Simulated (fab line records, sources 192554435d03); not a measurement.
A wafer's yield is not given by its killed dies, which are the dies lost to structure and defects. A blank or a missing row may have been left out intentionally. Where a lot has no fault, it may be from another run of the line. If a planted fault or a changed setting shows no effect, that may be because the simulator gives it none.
Check for tools in common	flow n5 finfet	11 lots and 33 wafers in the sample

== WHY IT WAS OPENED ==
2 of 11 lots carry a flag on the reading MIM_BOT_OVL at N5_MIM_BOT_LITHO_OVL_MEAS_11. No-fault wafers: -5 nm, standard deviation 5.8.
Rule: flag the lot when none of its wafers has a number, or when each of its wafers that has one lies beyond 4 standard deviations from that mean. As for the other lots, they are considered sound.

lot	measured	on	MIM_BOT_OVL (nm), wafer by wafer	flag
L702	day 11 14:34	overlay-01	1 5 2	
L704	day 11 22:27	overlay-01	-1 2 3	
L703	day 12 02:14	overlay-02	0 3 -2	
L706	day 12 20:47	overlay-02	-3 -12 -3	
L707	day 13 12:15	overlay-02	-2 2 -4	
L709	day 13 17:11	overlay-02	-5 -1 1	
L712	day 14 02:49	overlay-01	-11 -10 -7	
L717	day 15 10:55	overlay-01	-10 -9 -6	
L721	day 17 07:20	overlay-01	512 516 517	FLAGGED
L722	day 17 13:19	overlay-01	-1 -5 -8	
L724	day 17 20:23	overlay-01	508 508 507	FLAGGED
On average the flagged lots' numbers are 511 nm, which is +516 nm against the usual, or +89 standard deviations.

== TOOL THAT RAN EACH LOT ==
The record holds 1 process step before the reading, out of a route of 1938 steps. Each cell gives the tool, then ch followed by the chambers the sampled wafers passed through, then the start.
lot	flag	N5_MIM_BOT_LITHO_EXPOSE_05
L702		krf scanner-02 ch 0, day 11 14:22
L704		krf scanner-02 ch 0, day 11 22:15
L703		krf scanner-01 ch 0, day 12 02:02
L706		krf scanner-01 ch 0, day 12 20:35
L707		krf scanner-01 ch 0, day 13 12:02
L709		krf scanner-01 ch 0, day 13 16:59
L712		krf scanner-02 ch 0, day 14 02:37
L717		krf scanner-02 ch 0, day 15 10:42
L721	FLAGGED	krf scanner-02 ch 0, day 17 07:08
L722		krf scanner-01 ch 0, day 17 13:07
L724	FLAGGED	krf scanner-02 ch 0, day 17 20:11
What the steps here do:
- N5_MIM_BOT_LITHO_EXPOSE_05: exposes mask MIM BOT.
- N5_MIM_BOT_LITHO_OVL_MEAS_11

== FLAGGED OVER TOTAL, TOOL BY TOOL (the gauges that took the reading come last) ==
step	tool	lots run	flagged	share of the flagged lots	sound lots run after its first flagged lot
N5_MIM_BOT_LITHO_EXPOSE_05	krf scanner-01	5	0	none	-
N5_MIM_BOT_LITHO_EXPOSE_05	krf scanner-02	6	2	all	0
N5_MIM_BOT_LITHO_OVL_MEAS_11	overlay-01	7	2	all	1 (L722)
N5_MIM_BOT_LITHO_OVL_MEAS_11	overlay-02	4	0	none	-

== WHAT IS ALLOWED BY THE TABLE ==
Every flagged lot went through 2 rows of the table: krf scanner-02 at N5_MIM_BOT_LITHO_EXPOSE_05 and overlay-01 at N5_MIM_BOT_LITHO_OVL_MEAS_11.
- krf scanner-02 at N5_MIM_BOT_LITHO_EXPOSE_05: 2 of its 6 lots flagged. A fault beginning between L717 (day 15 10:42), its last sound lot, and L721 (day 17 07:08), its first flagged one, fits the data.
- overlay-01 at N5_MIM_BOT_LITHO_OVL_MEAS_11: 2 of its 7 lots flagged. Sound lots followed the first flagged one (L722) on it, something a lasting fault affecting the whole tool could not allow.
What remains is a single tool, krf scanner-02 at N5_MIM_BOT_LITHO_EXPOSE_05.

== WHAT WAS PUT IN BY THE SIMULATOR ==
Scanner matching overlay: krf scanner-02, from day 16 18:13 on, at N5_MIM_BOT_LITHO_EXPOSE_05. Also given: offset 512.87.
Lots struck among those shown: L721, L724. The rule above found the same.
